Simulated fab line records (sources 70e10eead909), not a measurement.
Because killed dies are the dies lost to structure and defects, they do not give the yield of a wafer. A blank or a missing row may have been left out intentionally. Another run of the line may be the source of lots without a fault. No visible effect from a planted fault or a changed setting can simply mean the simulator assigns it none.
Which tool was responsible? || flow nand-harc || 24 lots with 72 wafers sampled at 4 steps, on a route of 1159 steps

WHAT THE GAUGES SHOWED, per wafer
NHARC_A_BLC_CD_MEAS_19.
{"lot": "L074", "measured": "day 17 02:50", "on": "cd-sem-02", "cd-nm (nm)": "100.1 95.9 100.2"}
{"lot": "L075", "measured": "day 17 09:18", "on": "cd-sem-01", "cd-nm (nm)": "94.6 98.1 102.1"}
{"lot": "L076", "measured": "day 17 14:00", "on": "cd-sem-03", "cd-nm (nm)": "103.2 97.8 94.0"}
{"lot": "L079", "measured": "day 17 23:16", "on": "cd-sem-01", "cd-nm (nm)": "99.0 94.7 98.1"}
{"lot": "L077", "measured": "day 18 01:31", "on": "cd-sem-03", "cd-nm (nm)": "96.2 102.7 98.4"}
{"lot": "L078", "measured": "day 18 14:11", "on": "cd-sem-03", "cd-nm (nm)": "103.2 99.7 98.1"}
{"lot": "L082", "measured": "day 18 22:53", "on": "cd-sem-02", "cd-nm (nm)": "101.0 103.6 105.4"}
{"lot": "L080", "measured": "day 18 23:38", "on": "cd-sem-03", "cd-nm (nm)": "102.5 102.2 99.5"}
{"lot": "L084", "measured": "day 19 15:04", "on": "cd-sem-01", "cd-nm (nm)": "100.7 99.6 99.7"}
{"lot": "L081", "measured": "day 19 14:35", "on": "cd-sem-02", "cd-nm (nm)": "104.4 102.8 99.5"}
{"lot": "L083", "measured": "day 19 15:25", "on": "cd-sem-02", "cd-nm (nm)": "102.4 99.5 98.7"}
{"lot": "L087", "measured": "day 20 03:17", "on": "cd-sem-01", "cd-nm (nm)": "102.4 102.5 97.7"}
{"lot": "L086", "measured": "day 20 04:19", "on": "cd-sem-01", "cd-nm (nm)": "94.9 99.0 98.7"}
{"lot": "L085", "measured": "day 20 21:04", "on": "cd-sem-02", "cd-nm (nm)": "101.3 102.0 100.6"}
{"lot": "L088", "measured": "day 20 22:11", "on": "cd-sem-01", "cd-nm (nm)": "100.9 101.0 101.1"}
{"lot": "L089", "measured": "day 20 23:57", "on": "cd-sem-02", "cd-nm (nm)": "100.3 96.8 105.0"}
{"lot": "L091", "measured": "day 21 14:34", "on": "cd-sem-01", "cd-nm (nm)": "104.3 97.8 99.0"}
{"lot": "L092", "measured": "day 21 16:38", "on": "cd-sem-03", "cd-nm (nm)": "95.8 95.8 101.6"}
{"lot": "L090", "measured": "day 21 16:32", "on": "cd-sem-03", "cd-nm (nm)": "100.3 94.6 104.2"}
{"lot": "L095", "measured": "day 22 08:55", "on": "cd-sem-03", "cd-nm (nm)": "94.3 101.7 96.9"}
{"lot": "L094", "measured": "day 22 12:34", "on": "cd-sem-02", "cd-nm (nm)": "98.4 100.9 100.6"}
{"lot": "L093", "measured": "day 22 16:54", "on": "cd-sem-01", "cd-nm (nm)": "104.1 102.7 102.9"}
{"lot": "L096", "measured": "day 23 00:08", "on": "cd-sem-03", "cd-nm (nm)": "97.7 99.2 99.6"}
{"lot": "L097", "measured": "day 23 00:22", "on": "cd-sem-03", "cd-nm (nm)": "97.1 100.6 98.8"}

WHICH TOOL RAN EACH LOT (tool, then ch and the chambers of the sampled wafers, then the start)
{"lot": "L074", "NHARC_A_CONTACT_ETCH_135": "har-cap-etch-02 ch 0,1, day 16 21:27", "NHARC_A_CONTACT_ETCH_138": "har-cap-etch-02 ch 0,1, day 16 21:49", "NHARC_A_CONTACT_ALD_18": "ald-metal-01 ch 0,2, day 16 23:31"}
{"lot": "L075", "NHARC_A_CONTACT_ETCH_135": "har-cap-etch-03 ch 0,1, day 17 02:22", "NHARC_A_CONTACT_ETCH_138": "har-cap-etch-03 ch 0,1, day 17 02:44", "NHARC_A_CONTACT_ALD_18": "ald-metal-03 ch 0,1,3, day 17 04:26"}
{"lot": "L076", "NHARC_A_CONTACT_ETCH_135": "har-cap-etch-03 ch 0,1, day 17 04:51", "NHARC_A_CONTACT_ETCH_138": "har-cap-etch-03 ch 0,1, day 17 05:13", "NHARC_A_CONTACT_ALD_18": "ald-metal-01 ch 0,1,2, day 17 06:56"}
{"lot": "L079", "NHARC_A_CONTACT_ETCH_135": "har-cap-etch-02 ch 1, day 17 17:34", "NHARC_A_CONTACT_ETCH_138": "har-cap-etch-02 ch 1, day 17 17:55", "NHARC_A_CONTACT_ALD_18": "ald-metal-04 ch 0,2,3, day 17 19:51"}
{"lot": "L077", "NHARC_A_CONTACT_ETCH_135": "har-cap-etch-01 ch 1, day 17 20:05", "NHARC_A_CONTACT_ETCH_138": "har-cap-etch-01 ch 1, day 17 20:27", "NHARC_A_CONTACT_ALD_18": "ald-metal-01 ch 0,1,2, day 17 22:28"}
{"lot": "L078", "NHARC_A_CONTACT_ETCH_135": "har-cap-etch-03 ch 0,1, day 18 06:59", "NHARC_A_CONTACT_ETCH_138": "har-cap-etch-03 ch 0,1, day 18 07:21", "NHARC_A_CONTACT_ALD_18": "ald-metal-03 ch 0,1, day 18 09:02"}
{"lot": "L082", "NHARC_A_CONTACT_ETCH_135": "har-cap-etch-01 ch 0,1, day 18 16:43", "NHARC_A_CONTACT_ETCH_138": "har-cap-etch-01 ch 0,1, day 18 17:12", "NHARC_A_CONTACT_ALD_18": "ald-metal-01 ch 2,3, day 18 19:14"}
{"lot": "L080", "NHARC_A_CONTACT_ETCH_135": "har-cap-etch-03 ch 0,1, day 18 18:20", "NHARC_A_CONTACT_ETCH_138": "har-cap-etch-03 ch 0,1, day 18 18:42", "NHARC_A_CONTACT_ALD_18": "ald-metal-03 ch 1,2,3, day 18 20:25"}
{"lot": "L084", "NHARC_A_CONTACT_ETCH_135": "har-cap-etch-02 ch 0,1, day 19 04:35", "NHARC_A_CONTACT_ETCH_138": "har-cap-etch-02 ch 0,1, day 19 04:56", "NHARC_A_CONTACT_ALD_18": "ald-metal-03 ch 0,2,3, day 19 06:51"}
{"lot": "L081", "NHARC_A_CONTACT_ETCH_135": "har-cap-etch-01 ch 0,1, day 19 07:07", "NHARC_A_CONTACT_ETCH_138": "har-cap-etch-01 ch 0,1, day 19 07:37", "NHARC_A_CONTACT_ALD_18": "ald-metal-01 ch 1,2,3, day 19 09:36"}
{"lot": "L083", "NHARC_A_CONTACT_ETCH_135": "har-cap-etch-03 ch 0,1, day 19 10:05", "NHARC_A_CONTACT_ETCH_138": "har-cap-etch-03 ch 0,1, day 19 10:27", "NHARC_A_CONTACT_ALD_18": "ald-metal-04 ch 1,2, day 19 12:10"}
{"lot": "L087", "NHARC_A_CONTACT_ETCH_135": "har-cap-etch-01 ch 0,1, day 19 19:31", "NHARC_A_CONTACT_ETCH_138": "har-cap-etch-01 ch 0,1, day 19 20:01", "NHARC_A_CONTACT_ALD_18": "ald-metal-03 ch 0,1,3, day 19 22:01"}
{"lot": "L086", "NHARC_A_CONTACT_ETCH_135": "har-cap-etch-03 ch 0,1, day 19 20:26", "NHARC_A_CONTACT_ETCH_138": "har-cap-etch-03 ch 0,1, day 19 20:48", "NHARC_A_CONTACT_ALD_18": "ald-metal-01 ch 0,1,2, day 19 22:38"}
{"lot": "L085", "NHARC_A_CONTACT_ETCH_135": "har-cap-etch-03 ch 0,1, day 20 11:58", "NHARC_A_CONTACT_ETCH_138": "har-cap-etch-03 ch 0,1, day 20 12:20", "NHARC_A_CONTACT_ALD_18": "ald-metal-03 ch 0,1,3, day 20 15:41"}
{"lot": "L088", "NHARC_A_CONTACT_ETCH_135": "har-cap-etch-02 ch 1, day 20 12:26", "NHARC_A_CONTACT_ETCH_138": "har-cap-etch-02 ch 1, day 20 12:47", "NHARC_A_CONTACT_ALD_18": "ald-metal-04 ch 1,2,3, day 20 17:48"}
{"lot": "L089", "NHARC_A_CONTACT_ETCH_135": "har-cap-etch-01 ch 0,1, day 20 17:58", "NHARC_A_CONTACT_ETCH_138": "har-cap-etch-01 ch 0,1, day 20 18:20", "NHARC_A_CONTACT_ALD_18": "ald-metal-01 ch 2,3, day 20 20:37"}
{"lot": "L091", "NHARC_A_CONTACT_ETCH_135": "har-cap-etch-03 ch 0,1, day 20 21:06", "NHARC_A_CONTACT_ETCH_138": "har-cap-etch-03 ch 0,1, day 20 21:28", "NHARC_A_CONTACT_ALD_18": "ald-metal-01 ch 1,2,3, day 20 23:32"}
{"lot": "L092", "NHARC_A_CONTACT_ETCH_135": "har-cap-etch-02 ch 0,1, day 20 23:53", "NHARC_A_CONTACT_ETCH_138": "har-cap-etch-02 ch 0,1, day 21 00:15", "NHARC_A_CONTACT_ALD_18": "ald-metal-01 ch 1,3, day 21 01:58"}
{"lot": "L090", "NHARC_A_CONTACT_ETCH_135": "har-cap-etch-01 ch 0,1, day 21 00:20", "NHARC_A_CONTACT_ETCH_138": "har-cap-etch-01 ch 0,1, day 21 00:42", "NHARC_A_CONTACT_ALD_18": "ald-metal-03 ch 0,1,2, day 21 02:26"}
{"lot": "L095", "NHARC_A_CONTACT_ETCH_135": "har-cap-etch-03 ch 0,1, day 22 01:13", "NHARC_A_CONTACT_ETCH_138": "har-cap-etch-03 ch 0,1, day 22 01:35", "NHARC_A_CONTACT_ALD_18": "ald-metal-01 ch 1,3, day 22 03:25"}
{"lot": "L094", "NHARC_A_CONTACT_ETCH_135": "har-cap-etch-01 ch 0,1, day 22 07:14", "NHARC_A_CONTACT_ETCH_138": "har-cap-etch-01 ch 0,1, day 22 07:37", "NHARC_A_CONTACT_ALD_18": "ald-metal-03 ch 0,2,3, day 22 09:23"}
{"lot": "L093", "NHARC_A_CONTACT_ETCH_135": "har-cap-etch-02 ch 0,1, day 22 11:13", "NHARC_A_CONTACT_ETCH_138": "har-cap-etch-02 ch 0,1, day 22 11:34", "NHARC_A_CONTACT_ALD_18": "ald-metal-01 ch 0,3, day 22 13:45"}
{"lot": "L096", "NHARC_A_CONTACT_ETCH_135": "har-cap-etch-03 ch 0,1, day 22 14:00", "NHARC_A_CONTACT_ETCH_138": "har-cap-etch-03 ch 0,1, day 22 14:22", "NHARC_A_CONTACT_ALD_18": "ald-metal-01 ch 0,2,3, day 22 17:31"}
{"lot": "L097", "NHARC_A_CONTACT_ETCH_135": "har-cap-etch-01 ch 0,1, day 22 15:13", "NHARC_A_CONTACT_ETCH_138": "har-cap-etch-01 ch 0,1, day 22 15:35", "NHARC_A_CONTACT_ALD_18": "ald-metal-03 ch 0,1,3, day 22 17:28"}
- NHARC_A_CONTACT_ETCH_135: etches the open film in C4F8/O2/Ar, time 132 s, target depth 1287 nm.
- NHARC_A_CONTACT_ETCH_138: etches the open film in C4F8/O2/Ar, time 132 s, target depth 1289 nm.
- NHARC_A_CONTACT_ALD_18: deposits TiN, target thk 3 nm, pulse time 1 s, ald cycles 150.

AS READ BY THE TOOLS THEMSELVES (means over the sampled wafers that have a number; for cases with no such wafer, the mark the record gives instead)
NHARC_A_CONTACT_ALD_18.
{"lot": "L074", "tool": "ald-metal-01", "heater-power-w (W)": 1198, "precursor-pulse-height-rel": 0.981}
{"lot": "L075", "tool": "ald-metal-03", "heater-power-w (W)": 1069, "precursor-pulse-height-rel": 1.011}
{"lot": "L076", "tool": "ald-metal-01", "heater-power-w (W)": 1200, "precursor-pulse-height-rel": 1.009}
{"lot": "L079", "tool": "ald-metal-04", "heater-power-w (W)": 1093, "precursor-pulse-height-rel": 0.989}
{"lot": "L077", "tool": "ald-metal-01", "heater-power-w (W)": 1212, "precursor-pulse-height-rel": 1.000}
{"lot": "L078", "tool": "ald-metal-03", "heater-power-w (W)": 1127, "precursor-pulse-height-rel": 1.005}
{"lot": "L082", "tool": "ald-metal-01", "heater-power-w (W)": 1086, "precursor-pulse-height-rel": 1.020}
{"lot": "L080", "tool": "ald-metal-03", "heater-power-w (W)": 1073, "precursor-pulse-height-rel": 0.984}
{"lot": "L084", "tool": "ald-metal-03", "heater-power-w (W)": 1017, "precursor-pulse-height-rel": 0.990}
{"lot": "L081", "tool": "ald-metal-01", "heater-power-w (W)": 1115, "precursor-pulse-height-rel": 0.980}
{"lot": "L083", "tool": "ald-metal-04", "heater-power-w (W)": 1078, "precursor-pulse-height-rel": 1.001}
{"lot": "L087", "tool": "ald-metal-03", "heater-power-w (W)": 1084, "precursor-pulse-height-rel": 0.979}
{"lot": "L086", "tool": "ald-metal-01", "heater-power-w (W)": 1218, "precursor-pulse-height-rel": 0.994}
{"lot": "L085", "tool": "ald-metal-03", "heater-power-w (W)": 1070, "precursor-pulse-height-rel": 0.997}
{"lot": "L088", "tool": "ald-metal-04", "heater-power-w (W)": 1056, "precursor-pulse-height-rel": 1.010}
{"lot": "L089", "tool": "ald-metal-01", "heater-power-w (W)": 1114, "precursor-pulse-height-rel": 1.002}
{"lot": "L091", "tool": "ald-metal-01", "heater-power-w (W)": 1114, "precursor-pulse-height-rel": 1.006}
{"lot": "L092", "tool": "ald-metal-01", "heater-power-w (W)": 1151, "precursor-pulse-height-rel": 0.993}
{"lot": "L090", "tool": "ald-metal-03", "heater-power-w (W)": 1068, "precursor-pulse-height-rel": 0.978}
{"lot": "L095", "tool": "ald-metal-01", "heater-power-w (W)": 1117, "precursor-pulse-height-rel": 0.992}
{"lot": "L094", "tool": "ald-metal-03", "heater-power-w (W)": 1014, "precursor-pulse-height-rel": 0.998}
{"lot": "L093", "tool": "ald-metal-01", "heater-power-w (W)": 1156, "precursor-pulse-height-rel": 0.989}
{"lot": "L096", "tool": "ald-metal-01", "heater-power-w (W)": 1177, "precursor-pulse-height-rel": 1.002}
{"lot": "L097", "tool": "ald-metal-03", "heater-power-w (W)": 1066, "precursor-pulse-height-rel": 0.995}

THE ANSWER, worked out from the rows above alone
Rule: the lots themselves supply what counts as usual. Put in order of their means at a reading, lots are off if they are a third of the lots or fewer, leave a main group of 4 or more, and stand apart from it by a gap of 3 or more times the standard deviation of the main group's means; of several such gaps the widest counts. Not used: any main group whose means are identical at the precision the tables above print for the reading. Also off: a lot with no number at a reading for which 4 or more lots have one. Any other lot the step has rows for is counted as sound. The gauges are gone through in route order, then the tools' own readings, and for those a lot's mean is taken as printed above. At the first step where some lot is off, the reading lying furthest off is the one used; lots without a number count as furthest.
Nothing can be told from this: no lot is off at any reading shown.

WHAT HAD BEEN PUT IN BY THE SIMULATOR
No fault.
